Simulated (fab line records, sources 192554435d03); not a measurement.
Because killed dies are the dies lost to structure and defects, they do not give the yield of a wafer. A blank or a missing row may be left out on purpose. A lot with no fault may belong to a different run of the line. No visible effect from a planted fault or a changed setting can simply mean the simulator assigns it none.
fab line records || flow n5_finfet || part 2 of 2: steps 21 to 30 of 30
record: {"lots": 5, "wafers": 15, "last_day": 19}
route steps=1938 shown HKMG_FIN@456 GATE_CUT@465
lots untouched by any fault: they come from a run of this same line in which no faults occurred
start_h: hours from the record's first day to the start of the lot's first wafer shown || wait_h: hours elapsed since this lot's preceding step || " unchanged from the row above || L1.1+2: a row that stands for several wafers || - no value, or no start was given || * or withheld: withheld || < > ~ a bound
route shown NAME@n: a module of which the file shows steps, and the number in the route of the first || usual: average and standard deviation across the fault-free wafers || same: alike in all rows || chamber/n: place in a boat || sites: readings site by site || _std_site: standard deviation across them || _edge_site: inner sites' mean taken away from outer sites' mean || radius_mm: how far each site lies from the wafer's centre || mask NAME#n: copy n || behind: tool/chamber where the wafer was last shaped || hold: what put the lot on hold/how long, in hours/how the hold closed || device: the transistor (n, p or np) that didn't switch || end of line: tests run on the same wafers once the route is complete || a step with no rows: only its recipe || killed: at the first sort, the dies lost to defects and structure; wafer yield is something else || map: a wafer's dies, marking killed ones x, the rest . and places with no die _
set.NAME: the setting that was run; set.NAME@STEP: the one run at that earlier step || model.NAME: the simulator's own value behind a step, which no gauge read
lots at selected steps of the route; one table per step, one row per wafer
services: when a tool's chamber went out of use (start_h, in hours from the record's first day, below 0 if earlier), for how many hours, and the reason
== steps ==
step: N5_GATE_CUT_COAT_34
recipe: {"resist": "SOC", "temp_c": 250, "time_s": 60, "spin_rpm": 1500, "resist_thk_nm": 60}
usual: {"resist_line_temp_C": "22.98/0.11"}
{"lot.wafer": "L087.1", "tool": "litho_track-05", "chamber": 0, "start_h": 164.98, "wait_h": 0.0, "resist_line_temp_C": 23.10}
{"lot.wafer": "L087.2", "tool": "litho_track-05", "chamber": 0, "start_h": 164.98, "wait_h": 0.0, "resist_line_temp_C": 23.11}
{"lot.wafer": "L087.3", "tool": "litho_track-05", "chamber": 0, "start_h": 164.98, "wait_h": 0.0, "resist_line_temp_C": 23.04}
{"lot.wafer": "L089.2", "tool": "litho_track-05", "chamber": 0, "start_h": 175.53, "wait_h": 0.1, "resist_line_temp_C": 23.03}
{"lot.wafer": "L089.4", "tool": "litho_track-05", "chamber": 0, "start_h": 175.53, "wait_h": 0.1, "resist_line_temp_C": 22.82}
{"lot.wafer": "L089.6", "tool": "litho_track-05", "chamber": 0, "start_h": 175.53, "wait_h": 0.1, "resist_line_temp_C": 22.92}
{"lot.wafer": "L091.2", "tool": "litho_track-05", "chamber": 0, "start_h": 187.74, "wait_h": 0.0, "resist_line_temp_C": 23.06}
{"lot.wafer": "L091.4", "tool": "litho_track-05", "chamber": 0, "start_h": 187.74, "wait_h": 0.0, "resist_line_temp_C": 23.02}
{"lot.wafer": "L091.5", "tool": "litho_track-05", "chamber": 0, "start_h": 187.74, "wait_h": 0.0, "resist_line_temp_C": 22.89}
{"lot.wafer": "L093.2", "tool": "litho_track-01", "chamber": 0, "start_h": 199.71, "wait_h": 0.0, "resist_line_temp_C": 23.10}
{"lot.wafer": "L093.4", "tool": "litho_track-01", "chamber": 0, "start_h": 199.71, "wait_h": 0.0, "resist_line_temp_C": 22.95}
{"lot.wafer": "L093.6", "tool": "litho_track-01", "chamber": 0, "start_h": 199.71, "wait_h": 0.0, "resist_line_temp_C": 22.93}
{"lot.wafer": "L097.2", "tool": "litho_track-05", "chamber": 0, "start_h": 223.24, "wait_h": 0.0, "resist_line_temp_C": 23.05}
{"lot.wafer": "L097.4", "tool": "litho_track-05", "chamber": 0, "start_h": 223.24, "wait_h": 0.0, "resist_line_temp_C": 23.01}
{"lot.wafer": "L097.6", "tool": "litho_track-05", "chamber": 0, "start_h": 223.24, "wait_h": 0.0, "resist_line_temp_C": 23.05}
step: N5_GATE_CUT_COAT_35
recipe: {"resist": "SiARC", "temp_c": 220, "time_s": 60, "spin_rpm": 1500, "resist_thk_nm": 10}
usual: {"resist_line_temp_C": "23.00/0.11"}
{"lot.wafer": "L087.1", "tool": "litho_track-05", "chamber": 0, "start_h": "-", "wait_h": "-", "resist_line_temp_C": 23.07}
{"lot.wafer": "L087.2", "tool": "litho_track-05", "chamber": 0, "start_h": "-", "wait_h": "-", "resist_line_temp_C": 22.86}
{"lot.wafer": "L087.3", "tool": "litho_track-05", "chamber": 0, "start_h": "-", "wait_h": "-", "resist_line_temp_C": 22.97}
{"lot.wafer": "L089.2", "tool": "litho_track-05", "chamber": 0, "start_h": "-", "wait_h": "-", "resist_line_temp_C": 23.09}
{"lot.wafer": "L089.4", "tool": "litho_track-05", "chamber": 0, "start_h": "-", "wait_h": "-", "resist_line_temp_C": 23.05}
{"lot.wafer": "L089.6", "tool": "litho_track-05", "chamber": 0, "start_h": "-", "wait_h": "-", "resist_line_temp_C": 23.04}
{"lot.wafer": "L091.2", "tool": "litho_track-05", "chamber": 0, "start_h": "-", "wait_h": "-", "resist_line_temp_C": 22.99}
{"lot.wafer": "L091.4", "tool": "litho_track-05", "chamber": 0, "start_h": "-", "wait_h": "-", "resist_line_temp_C": 22.95}
{"lot.wafer": "L091.5", "tool": "litho_track-05", "chamber": 0, "start_h": "-", "wait_h": "-", "resist_line_temp_C": 23.05}
{"lot.wafer": "L093.2", "tool": "litho_track-01", "chamber": 0, "start_h": "-", "wait_h": "-", "resist_line_temp_C": 23.11}
{"lot.wafer": "L093.4", "tool": "litho_track-01", "chamber": 0, "start_h": "-", "wait_h": "-", "resist_line_temp_C": 23.04}
{"lot.wafer": "L093.6", "tool": "litho_track-01", "chamber": 0, "start_h": "-", "wait_h": "-", "resist_line_temp_C": 23.11}
{"lot.wafer": "L097.2", "tool": "litho_track-05", "chamber": 0, "start_h": "-", "wait_h": "-", "resist_line_temp_C": 22.97}
{"lot.wafer": "L097.4", "tool": "litho_track-05", "chamber": 0, "start_h": "-", "wait_h": "-", "resist_line_temp_C": 22.89}
{"lot.wafer": "L097.6", "tool": "litho_track-05", "chamber": 0, "start_h": "-", "wait_h": "-", "resist_line_temp_C": 22.98}
step: N5_GATE_CUT_COAT_27
recipe: {"resist": "underlayer", "temp_c": 205, "time_s": 60, "spin_rpm": 1500, "resist_thk_nm": 10}
usual: {"resist_line_temp_C": "23.01/0.13"}
{"lot.wafer": "L087.1", "tool": "litho_track-05", "chamber": 0, "start_h": "-", "wait_h": "-", "resist_line_temp_C": 23.18}
{"lot.wafer": "L087.2", "tool": "litho_track-05", "chamber": 0, "start_h": "-", "wait_h": "-", "resist_line_temp_C": 23.06}
{"lot.wafer": "L087.3", "tool": "litho_track-05", "chamber": 0, "start_h": "-", "wait_h": "-", "resist_line_temp_C": 23.02}
{"lot.wafer": "L089.2", "tool": "litho_track-05", "chamber": 0, "start_h": "-", "wait_h": "-", "resist_line_temp_C": 23.11}
{"lot.wafer": "L089.4", "tool": "litho_track-05", "chamber": 0, "start_h": "-", "wait_h": "-", "resist_line_temp_C": 23.09}
{"lot.wafer": "L089.6", "tool": "litho_track-05", "chamber": 0, "start_h": "-", "wait_h": "-", "resist_line_temp_C": 23.38}
{"lot.wafer": "L091.2", "tool": "litho_track-05", "chamber": 0, "start_h": "-", "wait_h": "-", "resist_line_temp_C": 22.99}
{"lot.wafer": "L091.4", "tool": "litho_track-05", "chamber": 0, "start_h": "-", "wait_h": "-", "resist_line_temp_C": 23.01}
{"lot.wafer": "L091.5", "tool": "litho_track-05", "chamber": 0, "start_h": "-", "wait_h": "-", "resist_line_temp_C": 23.11}
{"lot.wafer": "L093.2", "tool": "litho_track-01", "chamber": 0, "start_h": "-", "wait_h": "-", "resist_line_temp_C": 22.90}
{"lot.wafer": "L093.4", "tool": "litho_track-01", "chamber": 0, "start_h": "-", "wait_h": "-", "resist_line_temp_C": 22.92}
{"lot.wafer": "L093.6", "tool": "litho_track-01", "chamber": 0, "start_h": "-", "wait_h": "-", "resist_line_temp_C": 23.03}
{"lot.wafer": "L097.2", "tool": "litho_track-05", "chamber": 0, "start_h": "-", "wait_h": "-", "resist_line_temp_C": 23.16}
{"lot.wafer": "L097.4", "tool": "litho_track-05", "chamber": 0, "start_h": "-", "wait_h": "-", "resist_line_temp_C": 23.19}
{"lot.wafer": "L097.6", "tool": "litho_track-05", "chamber": 0, "start_h": "-", "wait_h": "-", "resist_line_temp_C": 23.16}
step: N5_GATE_CUT_COAT_07
recipe: {"resist": "CAR-EUV", "spin_rpm": 1500, "resist_thk_nm": 30}
usual: {"resist_line_temp_C": "23.00/0.093"}
{"lot.wafer": "L087.1", "tool": "litho_track-05", "chamber": 0, "start_h": "-", "wait_h": "-", "resist_line_temp_C": 23.00}
{"lot.wafer": "L087.2", "tool": "litho_track-05", "chamber": 0, "start_h": "-", "wait_h": "-", "resist_line_temp_C": 22.90}
{"lot.wafer": "L087.3", "tool": "litho_track-05", "chamber": 0, "start_h": "-", "wait_h": "-", "resist_line_temp_C": 23.00}
{"lot.wafer": "L089.2", "tool": "litho_track-05", "chamber": 0, "start_h": "-", "wait_h": "-", "resist_line_temp_C": 23.04}
{"lot.wafer": "L089.4", "tool": "litho_track-05", "chamber": 0, "start_h": "-", "wait_h": "-", "resist_line_temp_C": 23.01}
{"lot.wafer": "L089.6", "tool": "litho_track-05", "chamber": 0, "start_h": "-", "wait_h": "-", "resist_line_temp_C": 23.16}
{"lot.wafer": "L091.2", "tool": "litho_track-05", "chamber": 0, "start_h": "-", "wait_h": "-", "resist_line_temp_C": 23.05}
{"lot.wafer": "L091.4", "tool": "litho_track-05", "chamber": 0, "start_h": "-", "wait_h": "-", "resist_line_temp_C": 23.07}
{"lot.wafer": "L091.5", "tool": "litho_track-05", "chamber": 0, "start_h": "-", "wait_h": "-", "resist_line_temp_C": 23.09}
{"lot.wafer": "L093.2", "tool": "litho_track-01", "chamber": 0, "start_h": "-", "wait_h": "-", "resist_line_temp_C": 22.85}
{"lot.wafer": "L093.4", "tool": "litho_track-01", "chamber": 0, "start_h": "-", "wait_h": "-", "resist_line_temp_C": 22.88}
{"lot.wafer": "L093.6", "tool": "litho_track-01", "chamber": 0, "start_h": "-", "wait_h": "-", "resist_line_temp_C": 22.98}
{"lot.wafer": "L097.2", "tool": "litho_track-05", "chamber": 0, "start_h": "-", "wait_h": "-", "resist_line_temp_C": 22.86}
{"lot.wafer": "L097.4", "tool": "litho_track-05", "chamber": 0, "start_h": "-", "wait_h": "-", "resist_line_temp_C": 22.94}
{"lot.wafer": "L097.6", "tool": "litho_track-05", "chamber": 0, "start_h": "-", "wait_h": "-", "resist_line_temp_C": 22.93}
step: N5_GATE_CUT_EBR_09
recipe: {"solvent": "PGMEA", "ebr_width_mm": 1.5}
usual: {"resist_line_temp_C": "22.95/0.094"}
{"lot.wafer": "L087.1", "tool": "litho_track-05", "chamber": 0, "start_h": "-", "wait_h": "-", "resist_line_temp_C": 22.96}
{"lot.wafer": "L087.2", "tool": "litho_track-05", "chamber": 0, "start_h": "-", "wait_h": "-", "resist_line_temp_C": 23.14}
{"lot.wafer": "L087.3", "tool": "litho_track-05", "chamber": 0, "start_h": "-", "wait_h": "-", "resist_line_temp_C": 23.07}
{"lot.wafer": "L089.2", "tool": "litho_track-05", "chamber": 0, "start_h": "-", "wait_h": "-", "resist_line_temp_C": 22.86}
{"lot.wafer": "L089.4", "tool": "litho_track-05", "chamber": 0, "start_h": "-", "wait_h": "-", "resist_line_temp_C": 22.73}
{"lot.wafer": "L089.6", "tool": "litho_track-05", "chamber": 0, "start_h": "-", "wait_h": "-", "resist_line_temp_C": 22.88}
{"lot.wafer": "L091.2", "tool": "litho_track-05", "chamber": 0, "start_h": "-", "wait_h": "-", "resist_line_temp_C": 22.93}
{"lot.wafer": "L091.4", "tool": "litho_track-05", "chamber": 0, "start_h": "-", "wait_h": "-", "resist_line_temp_C": 22.80}
{"lot.wafer": "L091.5", "tool": "litho_track-05", "chamber": 0, "start_h": "-", "wait_h": "-", "resist_line_temp_C": 22.98}
{"lot.wafer": "L093.2", "tool": "litho_track-01", "chamber": 0, "start_h": "-", "wait_h": "-", "resist_line_temp_C": 22.95}
{"lot.wafer": "L093.4", "tool": "litho_track-01", "chamber": 0, "start_h": "-", "wait_h": "-", "resist_line_temp_C": 22.91}
{"lot.wafer": "L093.6", "tool": "litho_track-01", "chamber": 0, "start_h": "-", "wait_h": "-", "resist_line_temp_C": 22.98}
{"lot.wafer": "L097.2", "tool": "litho_track-05", "chamber": 0, "start_h": "-", "wait_h": "-", "resist_line_temp_C": 23.04}
{"lot.wafer": "L097.4", "tool": "litho_track-05", "chamber": 0, "start_h": "-", "wait_h": "-", "resist_line_temp_C": 23.03}
{"lot.wafer": "L097.6", "tool": "litho_track-05", "chamber": 0, "start_h": "-", "wait_h": "-", "resist_line_temp_C": 23.06}
step: N5_GATE_CUT_SOFTBAKE_08
recipe: {"temp_c": 110, "time_s": 60, "resist": "CAR-EUV"}
usual: {"resist_line_temp_C": "22.99/0.1"}
{"lot.wafer": "L087.1", "tool": "litho_track-05", "chamber": 0, "start_h": "-", "wait_h": "-", "resist_line_temp_C": 22.99}
{"lot.wafer": "L087.2", "tool": "litho_track-05", "chamber": 0, "start_h": "-", "wait_h": "-", "resist_line_temp_C": 22.88}
{"lot.wafer": "L087.3", "tool": "litho_track-05", "chamber": 0, "start_h": "-", "wait_h": "-", "resist_line_temp_C": 23.04}
{"lot.wafer": "L089.2", "tool": "litho_track-05", "chamber": 0, "start_h": "-", "wait_h": "-", "resist_line_temp_C": 23.05}
{"lot.wafer": "L089.4", "tool": "litho_track-05", "chamber": 0, "start_h": "-", "wait_h": "-", "resist_line_temp_C": 23.22}
{"lot.wafer": "L089.6", "tool": "litho_track-05", "chamber": 0, "start_h": "-", "wait_h": "-", "resist_line_temp_C": 23.14}
{"lot.wafer": "L091.2", "tool": "litho_track-05", "chamber": 0, "start_h": "-", "wait_h": "-", "resist_line_temp_C": 22.85}
{"lot.wafer": "L091.4", "tool": "litho_track-05", "chamber": 0, "start_h": "-", "wait_h": "-", "resist_line_temp_C": 23.19}
{"lot.wafer": "L091.5", "tool": "litho_track-05", "chamber": 0, "start_h": "-", "wait_h": "-", "resist_line_temp_C": 23.10}
{"lot.wafer": "L093.2", "tool": "litho_track-01", "chamber": 0, "start_h": "-", "wait_h": "-", "resist_line_temp_C": 23.12}
{"lot.wafer": "L093.4", "tool": "litho_track-01", "chamber": 0, "start_h": "-", "wait_h": "-", "resist_line_temp_C": 23.04}
{"lot.wafer": "L093.6", "tool": "litho_track-01", "chamber": 0, "start_h": "-", "wait_h": "-", "resist_line_temp_C": 23.04}
{"lot.wafer": "L097.2", "tool": "litho_track-05", "chamber": 0, "start_h": "-", "wait_h": "-", "resist_line_temp_C": 22.73}
{"lot.wafer": "L097.4", "tool": "litho_track-05", "chamber": 0, "start_h": "-", "wait_h": "-", "resist_line_temp_C": 22.87}
{"lot.wafer": "L097.6", "tool": "litho_track-05", "chamber": 0, "start_h": "-", "wait_h": "-", "resist_line_temp_C": 23.00}
step: N5_GATE_CUT_EXPOSE_10
recipe: {"mask_id": "GATE_CUT", "na": 0.33, "source_shape": "annular", "sigma_inner": 0.35, "sigma_outer": 0.8, "polarization": "unpolarized", "target_cd_nm": 20, "dose_mj": 43.25}
usual: {"exposure_dose_mJ_cm2": "43.16/0.059"}
{"lot.wafer": "L087.1", "tool": "euv_scanner-01", "chamber": 0, "start_h": 165.12, "wait_h": "-", "mask": "GATE_CUT#0", "exposure_dose_mJ_cm2": 43.14}
{"lot.wafer": "L087.2", "tool": "euv_scanner-01", "chamber": 0, "start_h": 165.12, "wait_h": "-", "mask": "GATE_CUT#0", "exposure_dose_mJ_cm2": 43.09}
{"lot.wafer": "L087.3", "tool": "euv_scanner-01", "chamber": 0, "start_h": 165.12, "wait_h": "-", "mask": "GATE_CUT#0", "exposure_dose_mJ_cm2": 43.09}
{"lot.wafer": "L089.2", "tool": "euv_scanner-01", "chamber": 0, "start_h": 175.82, "wait_h": "-", "mask": "GATE_CUT#0", "exposure_dose_mJ_cm2": 43.05}
{"lot.wafer": "L089.4", "tool": "euv_scanner-01", "chamber": 0, "start_h": 175.82, "wait_h": "-", "mask": "GATE_CUT#0", "exposure_dose_mJ_cm2": 43.10}
{"lot.wafer": "L089.6", "tool": "euv_scanner-01", "chamber": 0, "start_h": 175.82, "wait_h": "-", "mask": "GATE_CUT#0", "exposure_dose_mJ_cm2": 43.11}
{"lot.wafer": "L091.2", "tool": "euv_scanner-02", "chamber": 0, "start_h": 187.88, "wait_h": "-", "mask": "GATE_CUT#0", "exposure_dose_mJ_cm2": 43.20}
{"lot.wafer": "L091.4", "tool": "euv_scanner-02", "chamber": 0, "start_h": 187.88, "wait_h": "-", "mask": "GATE_CUT#0", "exposure_dose_mJ_cm2": 43.20}
{"lot.wafer": "L091.5", "tool": "euv_scanner-02", "chamber": 0, "start_h": 187.88, "wait_h": "-", "mask": "GATE_CUT#0", "exposure_dose_mJ_cm2": 43.19}
{"lot.wafer": "L093.2", "tool": "euv_scanner-02", "chamber": 0, "start_h": 199.98, "wait_h": "-", "mask": "GATE_CUT#0", "exposure_dose_mJ_cm2": 43.13}
{"lot.wafer": "L093.4", "tool": "euv_scanner-02", "chamber": 0, "start_h": 199.98, "wait_h": "-", "mask": "GATE_CUT#0", "exposure_dose_mJ_cm2": 43.17}
{"lot.wafer": "L093.6", "tool": "euv_scanner-02", "chamber": 0, "start_h": 199.98, "wait_h": "-", "mask": "GATE_CUT#0", "exposure_dose_mJ_cm2": 43.14}
{"lot.wafer": "L097.2", "tool": "euv_scanner-02", "chamber": 0, "start_h": 223.38, "wait_h": "-", "mask": "GATE_CUT#0", "exposure_dose_mJ_cm2": 43.20}
{"lot.wafer": "L097.4", "tool": "euv_scanner-02", "chamber": 0, "start_h": 223.38, "wait_h": "-", "mask": "GATE_CUT#0", "exposure_dose_mJ_cm2": 43.21}
{"lot.wafer": "L097.6", "tool": "euv_scanner-02", "chamber": 0, "start_h": 223.38, "wait_h": "-", "mask": "GATE_CUT#0", "exposure_dose_mJ_cm2": 43.18}
step: N5_GATE_CUT_PEB_11
recipe: {"peb_temp_c": 100, "peb_time_s": 60, "resist": "CAR-EUV"}
usual: {"resist_line_temp_C": "23.03/0.11"}
{"lot.wafer": "L087.1", "tool": "litho_track-01", "chamber": 0, "start_h": 165.19, "wait_h": 0.1, "resist_line_temp_C": 23.04}
{"lot.wafer": "L087.2", "tool": "litho_track-01", "chamber": 0, "start_h": 165.19, "wait_h": 0.1, "resist_line_temp_C": 23.09}
{"lot.wafer": "L087.3", "tool": "litho_track-01", "chamber": 0, "start_h": 165.19, "wait_h": 0.1, "resist_line_temp_C": 22.93}
{"lot.wafer": "L089.2", "tool": "litho_track-01", "chamber": 0, "start_h": 175.88, "wait_h": 0.1, "resist_line_temp_C": 22.98}
{"lot.wafer": "L089.4", "tool": "litho_track-01", "chamber": 0, "start_h": 175.88, "wait_h": 0.1, "resist_line_temp_C": 23.13}
{"lot.wafer": "L089.6", "tool": "litho_track-01", "chamber": 0, "start_h": 175.88, "wait_h": 0.1, "resist_line_temp_C": 23.12}
{"lot.wafer": "L091.2", "tool": "litho_track-03", "chamber": 0, "start_h": 187.94, "wait_h": 0.1, "resist_line_temp_C": 23.03}
{"lot.wafer": "L091.4", "tool": "litho_track-03", "chamber": 0, "start_h": 187.94, "wait_h": 0.1, "resist_line_temp_C": 23.15}
{"lot.wafer": "L091.5", "tool": "litho_track-03", "chamber": 0, "start_h": 187.94, "wait_h": 0.1, "resist_line_temp_C": 23.08}
{"lot.wafer": "L093.2", "tool": "litho_track-01", "chamber": 0, "start_h": 200.04, "wait_h": 0.1, "resist_line_temp_C": 22.99}
{"lot.wafer": "L093.4", "tool": "litho_track-01", "chamber": 0, "start_h": 200.04, "wait_h": 0.1, "resist_line_temp_C": 23.02}
{"lot.wafer": "L093.6", "tool": "litho_track-01", "chamber": 0, "start_h": 200.04, "wait_h": 0.1, "resist_line_temp_C": 23.08}
{"lot.wafer": "L097.2", "tool": "litho_track-01", "chamber": 0, "start_h": 223.44, "wait_h": 0.1, "resist_line_temp_C": 23.07}
{"lot.wafer": "L097.4", "tool": "litho_track-01", "chamber": 0, "start_h": 223.44, "wait_h": 0.1, "resist_line_temp_C": 23.06}
{"lot.wafer": "L097.6", "tool": "litho_track-01", "chamber": 0, "start_h": 223.44, "wait_h": 0.1, "resist_line_temp_C": 22.88}
step: N5_GATE_CUT_DEVELOP_12
recipe: {"develop_time_s": 30, "developer": "TMAH", "resist": "CAR-EUV", "rinse_liquid": "surfactant_rinse", "dry": "air_spin", "dev_temp_c": 23}
usual: {"resist_line_temp_C": "22.97/0.097"}
same: {"develop_time_s": 30}
{"lot.wafer": "L087.1", "tool": "litho_track-01", "chamber": 0, "start_h": "-", "wait_h": "-", "resist_line_temp_C": 23.10}
{"lot.wafer": "L087.2", "tool": "litho_track-01", "chamber": 0, "start_h": "-", "wait_h": "-", "resist_line_temp_C": 22.83}
{"lot.wafer": "L087.3", "tool": "litho_track-01", "chamber": 0, "start_h": "-", "wait_h": "-", "resist_line_temp_C": 22.81}
{"lot.wafer": "L089.2", "tool": "litho_track-01", "chamber": 0, "start_h": "-", "wait_h": "-", "resist_line_temp_C": 23.09}
{"lot.wafer": "L089.4", "tool": "litho_track-01", "chamber": 0, "start_h": "-", "wait_h": "-", "resist_line_temp_C": 22.90}
{"lot.wafer": "L089.6", "tool": "litho_track-01", "chamber": 0, "start_h": "-", "wait_h": "-", "resist_line_temp_C": 23.04}
{"lot.wafer": "L091.2", "tool": "litho_track-03", "chamber": 0, "start_h": "-", "wait_h": "-", "resist_line_temp_C": 22.97}
{"lot.wafer": "L091.4", "tool": "litho_track-03", "chamber": 0, "start_h": "-", "wait_h": "-", "resist_line_temp_C": 23.07}
{"lot.wafer": "L091.5", "tool": "litho_track-03", "chamber": 0, "start_h": "-", "wait_h": "-", "resist_line_temp_C": 23.00}
{"lot.wafer": "L093.2", "tool": "litho_track-01", "chamber": 0, "start_h": "-", "wait_h": "-", "resist_line_temp_C": 22.94}
{"lot.wafer": "L093.4", "tool": "litho_track-01", "chamber": 0, "start_h": "-", "wait_h": "-", "resist_line_temp_C": 22.92}
{"lot.wafer": "L093.6", "tool": "litho_track-01", "chamber": 0, "start_h": "-", "wait_h": "-", "resist_line_temp_C": 22.94}
{"lot.wafer": "L097.2", "tool": "litho_track-01", "chamber": 0, "start_h": "-", "wait_h": "-", "resist_line_temp_C": 23.10}
{"lot.wafer": "L097.4", "tool": "litho_track-01", "chamber": 0, "start_h": "-", "wait_h": "-", "resist_line_temp_C": 22.99}
{"lot.wafer": "L097.6", "tool": "litho_track-01", "chamber": 0, "start_h": "-", "wait_h": "-", "resist_line_temp_C": 22.98}
step: N5_GATE_CUT_CD_MEAS_13
recipe: {"target_cd_nm": 20, "landing_energy_ev": 500, "detector": "se_inlens"}
usual: {"cd_nm": "19.87/0.26"}
{"lot.wafer": "L087.1", "tool": "cd_sem-03", "chamber": 0, "start_h": 165.26, "wait_h": "-", "cd_nm": 19.53}
{"lot.wafer": "L087.2", "tool": "cd_sem-03", "chamber": 0, "start_h": 165.26, "wait_h": "-", "cd_nm": 20.10}
{"lot.wafer": "L087.3", "tool": "cd_sem-03", "chamber": 0, "start_h": 165.26, "wait_h": "-", "cd_nm": 20.35}
{"lot.wafer": "L089.2", "tool": "cd_sem-02", "chamber": 0, "start_h": 175.94, "wait_h": "-", "cd_nm": 19.33}
{"lot.wafer": "L089.4", "tool": "cd_sem-02", "chamber": 0, "start_h": 175.94, "wait_h": "-", "cd_nm": 19.80}
{"lot.wafer": "L089.6", "tool": "cd_sem-02", "chamber": 0, "start_h": 175.94, "wait_h": "-", "cd_nm": 20.22}
{"lot.wafer": "L091.2", "tool": "cd_sem-01", "chamber": 0, "start_h": 188.01, "wait_h": "-", "cd_nm": 20.30}
{"lot.wafer": "L091.4", "tool": "cd_sem-01", "chamber": 0, "start_h": 188.01, "wait_h": "-", "cd_nm": 19.79}
{"lot.wafer": "L091.5", "tool": "cd_sem-01", "chamber": 0, "start_h": 188.01, "wait_h": "-", "cd_nm": 20.13}
{"lot.wafer": "L093.2", "tool": "cd_sem-03", "chamber": 0, "start_h": 200.11, "wait_h": "-", "cd_nm": 20.12}
{"lot.wafer": "L093.4", "tool": "cd_sem-03", "chamber": 0, "start_h": 200.11, "wait_h": "-", "cd_nm": 20.18}
{"lot.wafer": "L093.6", "tool": "cd_sem-03", "chamber": 0, "start_h": 200.11, "wait_h": "-", "cd_nm": 20.33}
{"lot.wafer": "L097.2", "tool": "cd_sem-01", "chamber": 0, "start_h": 223.51, "wait_h": "-", "cd_nm": 19.74}
{"lot.wafer": "L097.4", "tool": "cd_sem-01", "chamber": 0, "start_h": 223.51, "wait_h": "-", "cd_nm": 19.73}
{"lot.wafer": "L097.6", "tool": "cd_sem-01", "chamber": 0, "start_h": 223.51, "wait_h": "-", "cd_nm": 19.69}
== services ==
{"tool": "rie_diel-01", "chamber": 2, "start_h": 137.63, "hours": 13.2, "kind": "repair"}
{"tool": "cvd_w-02", "chamber": "-", "start_h": 141.83, "hours": 6.0, "kind": "pm"}
{"tool": "rie_diel-06", "chamber": "-", "start_h": 142.13, "hours": 0.4, "kind": "repair"}
{"tool": "ald_sin-03", "chamber": "-", "start_h": 144.13, "hours": 2.8, "kind": "pm"}
{"tool": "rie_metal-02", "chamber": "-", "start_h": 144.65, "hours": 0.8, "kind": "repair"}
{"tool": "rie_diel-01", "chamber": 3, "start_h": 145.39, "hours": 3.7, "kind": "repair"}
{"tool": "cmp-02", "chamber": "-", "start_h": 151.06, "hours": 3.3, "kind": "repair"}
{"tool": "euv_scanner-02", "chamber": "-", "start_h": 154.28, "hours": 1.0, "kind": "pm"}
{"tool": "ald_sin-03", "chamber": "-", "start_h": 159.04, "hours": 6.0, "kind": "pm"}
{"tool": "euv_scanner-02", "chamber": "-", "start_h": 160.10, "hours": 0.6, "kind": "repair"}
{"tool": "rie_diel-05", "chamber": 3, "start_h": 162.96, "hours": 6.1, "kind": "repair"}
{"tool": "wet_bench-05", "chamber": "-", "start_h": 170.40, "hours": 1.9, "kind": "pm"}
{"tool": "cmp-03", "chamber": "-", "start_h": 173.83, "hours": 1.4, "kind": "repair"}
{"tool": "rie_diel-05", "chamber": 2, "start_h": 176.92, "hours": 13.9, "kind": "repair"}
{"tool": "rie_diel-06", "chamber": 0, "start_h": 177.68, "hours": 4.9, "kind": "repair"}
{"tool": "cmp-03", "chamber": "-", "start_h": 181.81, "hours": 7.0, "kind": "pm"}
{"tool": "rie_diel-06", "chamber": "-", "start_h": 185.73, "hours": 0.7, "kind": "repair"}
{"tool": "cvd_w-02", "chamber": 1, "start_h": 192.35, "hours": 3.6, "kind": "repair"}
{"tool": "rie_metal-02", "chamber": "-", "start_h": 204.99, "hours": 0.6, "kind": "repair"}
{"tool": "euv_scanner-02", "chamber": "-", "start_h": 210.43, "hours": 1.0, "kind": "pm"}
{"tool": "cmp-04", "chamber": "-", "start_h": 214.01, "hours": 0.5, "kind": "repair"}
{"tool": "cmp-01", "chamber": "-", "start_h": 216.58, "hours": 4.6, "kind": "pm"}
{"tool": "rie_metal-01", "chamber": "-", "start_h": 219.62, "hours": 2.8, "kind": "pm"}
{"tool": "cmp-04", "chamber": "-", "start_h": 222.93, "hours": 2.0, "kind": "repair"}
